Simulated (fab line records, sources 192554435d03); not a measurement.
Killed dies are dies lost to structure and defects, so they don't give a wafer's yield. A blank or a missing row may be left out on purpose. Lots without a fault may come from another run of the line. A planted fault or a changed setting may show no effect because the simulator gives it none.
Chamber matching | flow n5_finfet | N5_BEOL_M2_ETCH_64 on rie_diel-03: 4 sister chambers
The step etches SOC in N2/H2, target depth 75 nm, overetch 22.5 nm, time 121.9 s. 27 wafers are shown with their chamber, then 12 later ones without.

WAFERS WITH THEIR CHAMBER
wafer  | chamber | showerhead_plenum_p_Torr (Torr) | drypump_motor_current_A (A) | throttle_valve_pct (%)
L077.1 | 0       | 2.66                            | 6.3                         | 18.2
L077.2 | 2       | 2.43                            | 6.0                         | 17.6
L077.5 | 3       | 2.62                            | 5.6                         | 18.1
L079.1 | 1       | 2.68                            | 5.2                         | 17.3
L079.2 | 2       | 2.43                            | 6.0                         | 17.6
L079.6 | 3       | 2.61                            | 5.7                         | 18.2
L081.2 | 3       | 2.61                            | 5.6                         | 18.2
L081.3 | 1       | 2.68                            | 5.2                         | 17.3
L081.6 | 1       | 2.68                            | 5.2                         | 17.3
L082.1 | 2       | 2.43                            | 6.0                         | 17.6
L082.2 | 1       | 2.68                            | 5.2                         | 17.3
L082.6 | 1       | 2.68                            | 5.2                         | 17.3
L084.2 | 2       | 2.42                            | 6.0                         | 17.7
L084.4 | 2       | 2.42                            | 6.0                         | 17.7
L084.5 | 0       | 2.65                            | 6.3                         | 18.3
L085.1 | 0       | 2.65                            | 6.3                         | 18.3
L085.3 | 3       | 2.61                            | 5.7                         | 18.2
L085.5 | 2       | 2.42                            | 6.0                         | 17.7
L086.1 | 2       | 2.42                            | 6.0                         | 17.7
L086.4 | 3       | 2.61                            | 5.6                         | 18.2
L086.5 | 1       | 2.67                            | 5.2                         | 17.3
L087.1 | 2       | 2.42                            | 6.0                         | 17.7
L087.4 | 0       | 2.65                            | 6.2                         | 18.3
L087.5 | 0       | 2.65                            | 6.3                         | 18.3
L088.1 | 1       | 2.67                            | 5.2                         | 17.3
L088.3 | 3       | 2.60                            | 5.6                         | 18.2
L088.6 | 2       | 2.42                            | 6.0                         | 17.7

SIGNATURES (means of the wafers above)
reading                  | chamber 0 | chamber 1 | chamber 2 | chamber 3 | scatter within a chamber
showerhead_plenum_p_Torr | 2.6520    | 2.6771    | 2.4233    | 2.6100    | 0.0052
drypump_motor_current_A  | 6.280     | 5.200     | 6.000     | 5.633     | 0.0305
throttle_valve_pct       | 18.280    | 17.300    | 17.667    | 18.183    | 0.0397
Rule: a wafer's distance from a chamber is the root of the sum, over the readings, of the square of ((its reading less the chamber's mean) divided by the reading's scatter). The wafer belongs to the nearest chamber; if the next one is less than 2 further off, it can't be placed. The scatter: the root of (the sum of the squares of (reading less its chamber's mean) over the shown wafers, divided by (wafers less chambers)).

WAFERS WITHOUT THEIR CHAMBER
wafer  | showerhead_plenum_p_Torr (Torr) | drypump_motor_current_A (A) | throttle_valve_pct (%)
L090.4 | 2.64                            | 6.3                         | 18.3
L090.5 | 2.67                            | 5.2                         | 17.4
L090.6 | 2.64                            | 6.3                         | 18.3
L091.2 | 2.64                            | 6.3                         | 18.3
L091.3 | 2.60                            | 5.6                         | 18.2
L091.5 | 2.41                            | 6.0                         | 17.7
L093.1 | 2.66                            | 5.2                         | 17.4
L093.5 | 2.41                            | 6.0                         | 17.7
L093.6 | 2.66                            | 5.2                         | 17.4
L096.2 | 2.63                            | 6.3                         | 18.3
L096.4 | 2.59                            | 5.7                         | 18.3
L096.6 | 2.63                            | 6.3                         | 18.3

WHICH CHAMBER EACH WENT THROUGH
wafer  | from the rows above | in truth
L090.4 | 0                   | 0
L090.5 | 1                   | 1
L090.6 | 0                   | 0
L091.2 | 0                   | 0
L091.3 | 3                   | 3
L091.5 | 2                   | 2
L093.1 | 1                   | 1
L093.5 | 2                   | 2
L093.6 | 1                   | 1
L096.2 | 0                   | 0
L096.4 | 3                   | 3
L096.6 | 0                   | 0
Placed correctly: 12 of 12. Can't be placed from these rows: 0. Placed wrongly: 0.
